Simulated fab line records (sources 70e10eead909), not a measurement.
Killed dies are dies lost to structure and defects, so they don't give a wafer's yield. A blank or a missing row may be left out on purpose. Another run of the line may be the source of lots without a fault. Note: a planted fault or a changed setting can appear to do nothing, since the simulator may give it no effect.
fab line records | flow nandHarc
record: lots: 15 wafers: 45 lastDay: 24
route steps=1159 shown P_GATE@122
lots with no fault: from the same line, run without faults
startH: the number of hours between the record's first day and the start of the first shown wafer of the lot | waitH: hours elapsed since this lot's preceding step | " as in the row above | L1.1+2: one row covering several wafers at once | - no value, or no start given | * or withheld: withheld | < > ~ a bound
route shown NAME@n: names a module that has steps shown in the file, with the first one's number in the route | usual: mean and standard deviation over wafers with no fault | same: alike in all rows | chamber/n: place in a boat | sites: each site's reading | _std_site: how widely they spread, as a standard deviation | _edge_site: outer sites' mean less inner sites' | radiusMm: how far each site lies from the wafer's centre | mask NAME#n: copy n | behind: the tool/chamber that last shaped the wafer | hold: the reason the lot was held/the length of the hold in hours/how it ended | device: which transistor (n, p or np) failed to switch | end of line: the route-end tests of the same wafers | a step with no rows: only its recipe | killed: count of dies lost to structure and defects at first sort (not the wafer's yield) | map: a wafer's dies, marking killed ones x, the rest . and places with no die _
set.NAME: the setting the step ran with; set.NAME@STEP: the setting that earlier step ran with | model.NAME: the simulator's own value behind a step, which no gauge read
a sample of lots followed through the steps of the route, with each step as a table and each wafer as a row
services: the hour from which a tool's chamber was out of use, counted from the record's first day as startH (under 0 if before that day), plus the number of hours and why
== steps ==
step: NHARC_P_GATE_CD_MEAS_11
recipe: targetCdNm: 1640 landingEnergyEv: 500
usual: cdNm: 1640.5/1.3
columns lot.wafer tool chamber startH waitH cdNm
L424.2 cdSem-02 0 70.87 - 1640.0
L424.5 " 0 " " 1640.7
L424.6 " 0 " " 1640.3
L425.3 cdSem-02 0 70.91 - 1640.1
L425.4 " 0 " " 1641.1
L425.5 " 0 " " 1640.7
L427.1 cdSem-02 0 86.88 - 1641.7
L427.3 " 0 " " 1642.3
L427.4 " 0 " " 1640.4
L426.1 cdSem-01 0 87.04 - 1640.0
L426.2 " 0 " " 1640.7
L426.5 " 0 " " 1640.8
L428.1 cdSem-03 0 101.61 - 1642.2
L428.2 " 0 " " 1641.5
L428.3 " 0 " " 1642.5
L430.3 cdSem-03 0 108.82 - 1641.4
L430.4 " 0 " " 1642.2
L430.5 " 0 " " 1641.7
L435.1 cdSem-01 0 154.73 - 1640.6
L435.4 " 0 " " 1641.9
L435.6 " 0 " " 1641.9
L436.2 cdSem-02 0 154.78 - 1640.9
L436.5 " 0 " " 1639.7
L436.6 " 0 " " 1639.2
L439.3 cdSem-03 0 160.90 - 1641.4
L439.4 " 0 " " 1642.3
L439.6 " 0 " " 1642.2
L442.1 cdSem-01 0 183.37 - 1640.7
L442.3 " 0 " " 1641.4
L442.6 " 0 " " 1642.1
L443.1 cdSem-03 0 183.53 - 1640.0
L443.2 " 0 " " 1639.5
L443.6 " 0 " " 1641.3
L444.1 cdSem-03 0 195.46 - 1641.1
L444.4 " 0 " " 1639.0
L444.5 " 0 " " 1638.7
L445.2 cdSem-02 0 195.50 - 1638.5
L445.3 " 0 " " 1638.4
L445.6 " 0 " " 1641.3
L446.2 cdSem-03 0 203.46 - 1640.0
L446.3 " 0 " " 1641.0
L446.4 " 0 " " 1640.0
L447.1 cdSem-02 0 210.78 - 1639.2
L447.2 " 0 " " 1639.2
L447.4 " 0 " " 1641.3
step: NHARC_P_GATE_STRIP_108
recipe: o2FlowSccm: 500 arFlowSccm: 0 biasW: 0 chemistry: O2
usual: drypumpMotorCurrentA: 5.61/0.28 oesProductAu: 1.001/0.0074 rfVppV: 57.9/0.85 showerheadPlenumPTorr: 3.54/0.13 throttleValvePct: 17.037/0.0099
columns lot.wafer tool chamber startH waitH drypumpMotorCurrentA oesProductAu rfHoursCounterH rfVppV showerheadPlenumPTorr throttleValvePct
L424.2 rieDiel-04 3 86.37 - 5.74 0.992 54 57.3 3.67 17.039
L424.6 " 1 " " 5.56 0.991 - 57.2 3.28 17.041
L424.5 " 2 " " 5.08 1.009 - 57.3 3.59 17.042
L425.4 rieDiel-12 3 86.54 - 5.40 1.002 8 58.2 3.43 17.019
L425.3 " 0 " " 5.52 1.001 8 58.4 3.72 17.036
L425.5 " 2 " " 5.89 0.999 - 58.3 3.43 17.040
L427.4 rieDiel-02 3 101.26 - 4.93 0.999 42 58.3 3.54 17.044
L427.3 " 0 " " 5.67 0.998 43 57.9 3.76 17.035
L427.1 " 1 " " 5.81 0.985 45 58.0 3.53 17.022
L426.2 rieDiel-12 2 101.39 - 5.86 0.989 12 58.0 3.43 17.039
L426.1 " 3 " " 5.43 1.004 12 58.1 3.43 17.028
L426.5 " 3 " " 5.44 1.006 - 57.1 3.43 17.049
L428.3 rieDiel-12 3 116.41 - 5.42 1.007 14 57.4 3.42 17.026
L428.1 " 0 " " 5.54 0.992 14 58.2 3.71 17.058
L428.2 " 1 " " 5.77 1.005 15 57.5 3.53 17.034
L430.4 rieDiel-12 0 123.48 - 5.54 1.004 15 59.4 3.71 17.034
L430.3 " 3 " " 5.45 1.008 14 57.3 3.42 17.035
L430.5 " 1 " " 5.84 1.004 - 57.9 3.53 17.041
L436.2 rieDiel-12 2 170.15 - 5.87 1.010 28 56.9 3.42 17.037
L436.5 " 0 " " 5.53 1.007 - 57.6 3.71 17.036
L436.6 " 1 " " 5.81 0.998 - 58.8 3.52 17.026
L435.1 rieDiel-12 3 170.56 - 5.50 1.002 21 57.0 3.42 17.043
L435.4 " 1 " " 5.81 0.998 28 58.8 3.52 17.037
L435.6 " 3 " " 5.44 0.999 - 57.7 3.42 17.042
L439.4 rieDiel-12 3 179.60 - 5.42 1.005 23 57.5 3.42 17.031
L439.3 " 1 " " 5.79 1.000 29 57.6 3.52 17.035
L439.6 " 2 " " 5.88 0.995 - 56.9 3.42 17.046
L443.1 rieDiel-12 3 200.15 - 5.44 1.007 28 58.3 3.42 17.029
L443.2 " 0 " " 5.55 0.999 33 58.8 3.70 17.030
L443.6 " 3 " " 5.45 1.002 - 58.1 3.42 17.039
L442.3 rieDiel-12 3 200.70 - 5.45 1.006 28 56.3 3.42 17.044
L442.1 " 0 " " 5.55 1.002 33 58.1 3.70 17.030
L442.6 " 3 " " 5.47 1.009 - 56.9 3.42 17.023
L445.3 rieDiel-04 0 210.36 - 5.40 1.005 33 58.0 3.44 17.028
L445.2 " 1 " " 5.60 1.000 31 58.6 3.79 17.028
L445.6 " 2 " " 5.10 1.014 - 58.1 3.57 17.033
L444.4 rieDiel-02 1 210.45 - 5.83 0.987 22 57.9 3.51 17.028
L444.1 " 2 " " 6.23 0.996 23 58.9 3.70 17.021
L444.5 " 0 " " 5.65 0.998 - 58.5 3.74 17.040
L446.4 rieDiel-12 2 218.76 - 5.88 1.000 1 57.8 3.42 17.041
L446.2 " 3 " " 5.44 1.001 1 57.1 3.42 17.046
L446.3 " 1 " " 5.79 0.998 1 59.5 3.51 17.043
L447.2 rieDiel-02 0 226.90 - 5.66 0.989 28 58.3 3.73 17.024
L447.1 " 3 " " 4.92 1.008 29 58.8 3.51 17.035
L447.4 " 2 " " 6.24 1.005 - 58.7 3.70 17.047
step: NHARC_P_GATE_ETCHBACK_37
recipe: targetDepthA: 345 timeS: 17.2 chf3FlowSccm: 50 o2FlowSccm: 10 arFlowSccm: 200 rfW: 500 biasW: 200 chemistry: CHF3/O2
usual: biasW: 200.0/0.64 chamberPressureMTorr: 25.000/0.022 drypumpMotorCurrentA: 5.6/0.32 oesProductAu: 0.95/0.037 rfFwdPowerW: 489.5/2.2 rfVppV: 371.1/2.1 showerheadPlenumPTorr: 2.43/0.088 throttleValvePct: 20.573/0.0095
columns lot.wafer tool chamber startH waitH biasW chamberPressureMTorr drypumpMotorCurrentA oesProductAu rfFwdPowerW rfHoursCounterH rfVppV showerheadPlenumPTorr throttleValvePct
L424.2 rieDiel-12 0 96.51 - 200.4 25.052 5.5 0.93 491.3 10 374.5 2.53 20.572
L424.6 " 3 " " 200.5 24.976 5.4 0.93 489.1 - 369.2 2.33 20.568
L424.5 " 0 " " 199.8 25.050 5.5 0.93 493.6 - 375.0 2.53 20.571
L425.4 rieDiel-12 1 96.74 - 200.2 25.014 5.8 0.93 490.6 11 370.2 2.40 20.583
L425.3 " 3 " " 200.8 24.982 5.4 0.93 489.0 11 369.0 2.33 20.571
L425.5 " 0 " " 200.0 25.016 5.5 0.93 490.1 - 374.7 2.53 20.589
L427.4 rieDiel-02 2 111.33 - 200.2 25.038 6.2 0.92 491.0 46 374.9 2.54 20.593
L427.1 " 3 " " 200.0 25.012 4.9 0.93 488.8 44 370.8 2.41 20.576
L427.3 " 0 " " 200.4 25.003 5.7 0.93 488.2 45 374.1 2.56 20.575
L426.2 rieDiel-12 1 111.51 - 200.0 24.994 5.8 0.93 492.2 14 370.3 2.40 20.586
L426.1 " 3 " " 200.1 24.977 5.5 0.93 488.3 13 368.5 2.33 20.588
L426.5 " 2 " " 199.7 24.994 5.9 0.92 489.2 - 369.6 2.33 20.578
L428.3 rieDiel-04 3 126.52 - 200.4 24.962 5.7 1.01 487.8 1 375.2 2.50 20.567
L428.1 " 0 " " 199.8 25.029 5.4 1.01 488.8 1 370.4 2.35 20.594
L428.2 " 2 " " 199.4 24.977 5.1 1.02 488.2 1 372.9 2.44 20.567
L430.4 rieDiel-12 1 133.60 - 199.9 24.995 5.8 0.92 492.3 19 370.1 2.40 20.571
L430.3 " 0 " " 198.8 24.973 5.5 0.92 489.4 17 372.9 2.53 20.560
L430.5 " 2 " " 200.7 25.018 5.9 0.93 489.5 - 370.8 2.33 20.561
L435.1 rieDiel-04 0 180.68 - - - - - - - - - -
L435.4 " 1 " " - - - - - - - - -
L435.6 " 2 " " - - - - - - - - -
L436.2 rieDiel-02 3 182.30 - - - - - - - - - -
L436.5 " 3 " " - - - - - - - - -
L436.6 " 0 " " - - - - - - - - -
L439.3 rieDiel-02 1 189.84 - - - - - - - - - -
L439.4 " 2 " " - - - - - - - - -
L439.6 " 0 " " - - - - - - - - -
L443.2 rieDiel-04 0 210.48 - 199.3 25.001 5.4 0.93 487.1 33 368.4 2.34 20.575
L443.1 " 1 " " 200.0 24.982 5.6 0.92 491.9 31 373.3 2.58 20.567
L443.6 " 0 " " 199.3 24.998 5.4 0.93 488.7 - 368.8 2.34 20.572
L442.1 rieDiel-02 3 210.87 - 198.6 24.992 5.0 1.00 487.2 23 369.0 2.39 20.564
L442.3 " 0 " " 199.5 25.008 5.6 1.00 487.7 22 373.7 2.55 20.558
L442.6 " 3 " " 198.8 24.998 4.9 1.02 489.4 - 370.5 2.39 20.575
L445.2 rieDiel-12 3 220.50 - 200.2 24.970 5.4 1.01 486.8 1 367.2 2.32 20.564
L445.3 " 1 " " 200.5 24.967 5.8 1.01 493.9 1 369.9 2.39 20.566
L445.6 " 2 " " 200.2 25.005 5.9 1.00 487.9 - 368.5 2.32 20.566
L444.1 rieDiel-02 0 220.86 - 200.5 25.008 5.6 0.93 484.5 26 373.6 2.55 20.573
L444.5 " 0 " " 200.2 25.001 5.6 0.92 488.3 - 374.8 2.55 20.578
L444.4 " 2 " " 200.1 25.014 6.2 0.92 492.5 - 373.7 2.52 20.565
L446.4 rieDiel-12 2 229.00 - 200.2 25.029 5.9 0.93 486.8 3 366.7 2.32 20.576
L446.3 " 3 " " 200.2 25.006 5.5 0.93 489.4 3 369.8 2.32 20.571
L446.2 " 0 " " 198.6 24.997 5.5 0.93 492.6 4 371.7 2.52 20.589
L447.2 rieDiel-12 2 237.15 - 200.3 25.032 5.8 0.93 486.5 4 368.7 2.32 20.587
L447.4 " 3 " " 199.8 25.007 5.5 0.92 487.9 5 368.3 2.32 20.569
L447.1 " 0 " " 202.0 25.017 5.6 0.93 490.9 5 373.1 2.52 20.575
step: NHARC_P_GATE_CD_MEAS_59
recipe: targetCdNm: 720 landingEnergyEv: 500
usual: cdNm: 719.5/1.2
columns lot.wafer tool chamber startH waitH cdNm
L424.2 cdSem-01 0 99.15 - 720.2
L424.5 " 0 " " 718.7
L424.6 " 0 " " 719.3
L425.3 cdSem-03 0 99.51 - 718.0
L425.4 " 0 " " 717.4
L425.5 " 0 " " 718.0
L427.1 cdSem-01 0 114.33 - 720.8
L427.3 " 0 " " 719.9
L427.4 " 0 " " 719.1
L426.1 cdSem-02 0 114.69 - 718.5
L426.2 " 0 " " 717.5
L426.5 " 0 " " 718.4
L428.1 cdSem-03 0 129.33 - 720.0
L428.2 " 0 " " 720.1
L428.3 " 0 " " 720.8
L430.3 cdSem-03 0 136.40 - 719.4
L430.4 " 0 " " 719.4
L430.5 " 0 " " 719.5
L435.1 cdSem-02 0 183.50 - 720.7
L435.4 " 0 " " 718.9
L435.6 " 0 " " 720.0
L436.2 cdSem-01 0 184.97 - 720.6
L436.5 " 0 " " 721.5
L436.6 " 0 " " 721.7
L439.3 cdSem-03 0 192.59 - 718.4
L439.4 " 0 " " 718.4
L439.6 " 0 " " 719.4
L443.1 cdSem-02 0 213.16 - 718.8
L443.2 " 0 " " 718.6
L443.6 " 0 " " 717.7
L442.1 cdSem-02 0 213.67 - 717.4
L442.3 " 0 " " 718.8
L442.6 " 0 " " 716.7
L445.2 cdSem-02 0 223.16 - 720.1
L445.3 " 0 " " 718.5
L445.6 " 0 " " 718.6
L444.1 cdSem-02 0 223.70 - 720.0
L444.4 " 0 " " 718.9
L444.5 " 0 " " 720.4
L446.2 cdSem-02 0 231.77 - 720.3
L446.3 " 0 " " 719.4
L446.4 " 0 " " 719.8
L447.1 cdSem-03 0 239.94 - 719.4
L447.2 " 0 " " 719.3
L447.4 " 0 " " 719.5
== services ==
columns tool chamber startH hours kind
rieDiel-12 0 83.47 - clean
rieDiel-12 1 83.47 - clean
rieDiel-12 2 83.47 - clean
rieDiel-12 3 83.47 - clean
rieDiel-12 0 107.97 - clean
rieDiel-12 1 107.97 - clean
rieDiel-12 2 107.97 - clean
rieDiel-12 3 107.97 - clean
rieDiel-04 - 112.09 9.0 pm
rieDiel-12 3 116.65 4.4 repair
rieDiel-04 1 121.94 9.3 repair
rieDiel-04 - 130.91 2.7 repair
rieDiel-12 0 132.47 - clean
rieDiel-12 1 132.47 - clean
rieDiel-12 2 132.47 - clean
rieDiel-12 3 132.47 - clean
rieDiel-12 3 146.58 16.9 repair
rieDiel-02 - 151.26 9.0 pm
rieDiel-12 0 156.97 - clean
rieDiel-12 1 156.97 - clean
rieDiel-12 2 156.97 - clean
rieDiel-12 1 198.75 4.1 repair
rieDiel-12 - 202.40 9.0 pm
rieDiel-02 1 218.06 10.4 repair
== key ==
firstSign: step: NHARC_P_GATE_ETCHBACK_37 reading: toolRecord direction: missing
effect none on later readings
metAt NHARC_P_GATE_ETCHBACK_37
struckLots L435,L436,L439
laterRowsLeftOut L435.1,L435.4,L435.6,L436.2,L436.5,L436.6,L439.3,L439.4,L439.6
sortLeftOut L435.1,L435.4,L435.6,L436.2,L436.5,L436.6,L439.3,L439.4,L439.6
testerLeftOut L435,L436,L439
notActingAt NHARC_P_GATE_CD_MEAS_11,NHARC_P_GATE_STRIP_108,NHARC_P_GATE_CD_MEAS_59
onsetBetween 126.52 180.68
fault: kind: skippedStepWhole tool: rieDiel-02,rieDiel-04 chamber: - onsetH: 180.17 steps: NHARC_P_GATE_ETCHBACK_37 scope: struckLotsOnly
testerLeftOut: of these lots the tester's yield and bins aren't shown, on N5 and GAA mostly nor the transistor test; their killed dies are dies lost to structure and defects alone, not to doping, threshold or leakage, so they don't give the yield
sortLeftOut: the simulated sort isn't trusted on such a fault, so these wafers' sort isn't shown, and their yield isn't known
laterRowsLeftOut: the simulator's readings of these wafers behind a module that went badly wrong aren't trusted and aren't shown, but for the sort
